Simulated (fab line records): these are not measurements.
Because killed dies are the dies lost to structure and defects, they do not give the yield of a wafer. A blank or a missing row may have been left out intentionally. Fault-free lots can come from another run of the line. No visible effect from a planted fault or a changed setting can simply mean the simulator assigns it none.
Split-lot study / flow n5_finfet / route with 1938 steps; 7 lots, 21 wafers read

## ON THE SPLIT
At N5_WELL_APT_EXPOSE_05 (exposes mask NWELL, defocus 0 nm, target cd 200 nm), the setting dose_mj was moved away from the recipe's 20.3 on 4 of the 21 wafers read, by -4.1% to +6.9%. The other wafers ran this setting at the recipe's value.

## FROM THE SPLIT TO THE READING: what the file shows between them, 3 steps
- N5_WELL_APT_PEB_06: peb time 90 s
- N5_WELL_APT_DEVELOP_07: develop time 45 s
- N5_WELL_APT_HARDBAKE_12: time 120 s

## THE READING
Shown in nm: cd_nm at N5_WELL_APT_CD_MEAS_08, with target cd 200 nm. A value of 200.5 nm with a standard deviation of 1.6 nm is what fault-free wafers of this fab line usually give.

wafer=L076.1; tool, chamber at the split=krf_scanner-02, 0; dose_mj as run=20.3; against the recipe=recipe; cd_nm, nm=201.2; against lot-mates on the recipe=-
wafer=L076.2; tool, chamber at the split=krf_scanner-02, 0; dose_mj as run=20.3; against the recipe=recipe; cd_nm, nm=202.9; against lot-mates on the recipe=-
wafer=L076.3; tool, chamber at the split=krf_scanner-02, 0; dose_mj as run=20.3; against the recipe=recipe; cd_nm, nm=199.2; against lot-mates on the recipe=-
wafer=L080.1; tool, chamber at the split=krf_scanner-02, 0; dose_mj as run=19.47; against the recipe=-4.1%; cd_nm, nm=192.9; against lot-mates on the recipe=-8.2
wafer=L080.4; tool, chamber at the split=krf_scanner-02, 0; dose_mj as run=20.3; against the recipe=recipe; cd_nm, nm=201.1; against lot-mates on the recipe=-
wafer=L080.5; tool, chamber at the split=krf_scanner-02, 0; dose_mj as run=19.47; against the recipe=-4.1%; cd_nm, nm=196.1; against lot-mates on the recipe=-5.0
wafer=L083.2; tool, chamber at the split=krf_scanner-02, 0; dose_mj as run=20.3; against the recipe=recipe; cd_nm, nm=199.8; against lot-mates on the recipe=-
wafer=L083.3; tool, chamber at the split=krf_scanner-02, 0; dose_mj as run=20.3; against the recipe=recipe; cd_nm, nm=199.3; against lot-mates on the recipe=-
wafer=L083.4; tool, chamber at the split=krf_scanner-02, 0; dose_mj as run=20.3; against the recipe=recipe; cd_nm, nm=198.7; against lot-mates on the recipe=-
wafer=L084.3; tool, chamber at the split=krf_scanner-02, 0; dose_mj as run=20.3; against the recipe=recipe; cd_nm, nm=199.9; against lot-mates on the recipe=-
wafer=L084.4; tool, chamber at the split=krf_scanner-02, 0; dose_mj as run=20.3; against the recipe=recipe; cd_nm, nm=200.6; against lot-mates on the recipe=-
wafer=L084.6; tool, chamber at the split=krf_scanner-02, 0; dose_mj as run=20.3; against the recipe=recipe; cd_nm, nm=202.0; against lot-mates on the recipe=-
wafer=L085.3; tool, chamber at the split=krf_scanner-02, 0; dose_mj as run=19.61; against the recipe=-3.4%; cd_nm, nm=193.8; against lot-mates on the recipe=-4.4
wafer=L085.4; tool, chamber at the split=krf_scanner-02, 0; dose_mj as run=20.3; against the recipe=recipe; cd_nm, nm=199.0; against lot-mates on the recipe=-
wafer=L085.6; tool, chamber at the split=krf_scanner-02, 0; dose_mj as run=20.3; against the recipe=recipe; cd_nm, nm=197.4; against lot-mates on the recipe=-
wafer=L090.1; tool, chamber at the split=krf_scanner-01, 0; dose_mj as run=21.71; against the recipe=+6.9%; cd_nm, nm=210.6; against lot-mates on the recipe=+8.8
wafer=L090.3; tool, chamber at the split=krf_scanner-01, 0; dose_mj as run=20.3; against the recipe=recipe; cd_nm, nm=200.1; against lot-mates on the recipe=-
wafer=L090.4; tool, chamber at the split=krf_scanner-01, 0; dose_mj as run=20.3; against the recipe=recipe; cd_nm, nm=203.6; against lot-mates on the recipe=-
wafer=L093.1; tool, chamber at the split=krf_scanner-01, 0; dose_mj as run=20.3; against the recipe=recipe; cd_nm, nm=199.7; against lot-mates on the recipe=-
wafer=L093.3; tool, chamber at the split=krf_scanner-01, 0; dose_mj as run=20.3; against the recipe=recipe; cd_nm, nm=199.4; against lot-mates on the recipe=-
wafer=L093.5; tool, chamber at the split=krf_scanner-01, 0; dose_mj as run=20.3; against the recipe=recipe; cd_nm, nm=203.0; against lot-mates on the recipe=-

FIT RESULTS
A straight line over all 21 wafers: cd_nm changes by +1.52 nm for each +1% of dose_mj; r = +0.89; the points scatter about the line by 1.7 nm.
The same after taking each lot's own level away (the mean of its wafers on the recipe; 21 wafers): +1.39 nm for each +1%; r = +0.92; scatter 1.3 nm.
On that fit, the largest move of dose_mj shifts the reading by 9.6 nm.
From 198.20 to 201.85 nm: that is the span of the lots' own levels, equal to 2.3 times the standard deviation above.
The two slopes are in agreement: the lot-to-lot level therefore moves the slope only a little.
Check: with one of the wafers moved furthest among these (+6.9%) left out of the fit, the line predicts +10.7 nm for it against its lot-mates. It came out at +8.75 nm against them.

## THE WHOLE CHAIN: every reading that the file lists as answering this split, in the file's order
step=N5_WELL_APT_CD_MEAS_08; what it does=target cd 200 nm; reading=cd_nm; change (the file's fit)=+1.34 nm for each +1% of the setting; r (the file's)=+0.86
step=N5_WELL_APT_DESCUM_13; what it does=chemistry O2, time 7.9 s; reading=WELL_APT.cd_nm (the simulator's own value, which no gauge read); change (the file's fit)=+1.34 nm for each +1% of the setting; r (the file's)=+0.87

## THE FILE'S OWN FIT
cd_nm changes by +1.34 nm for each +1% of dose_mj, r = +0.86.
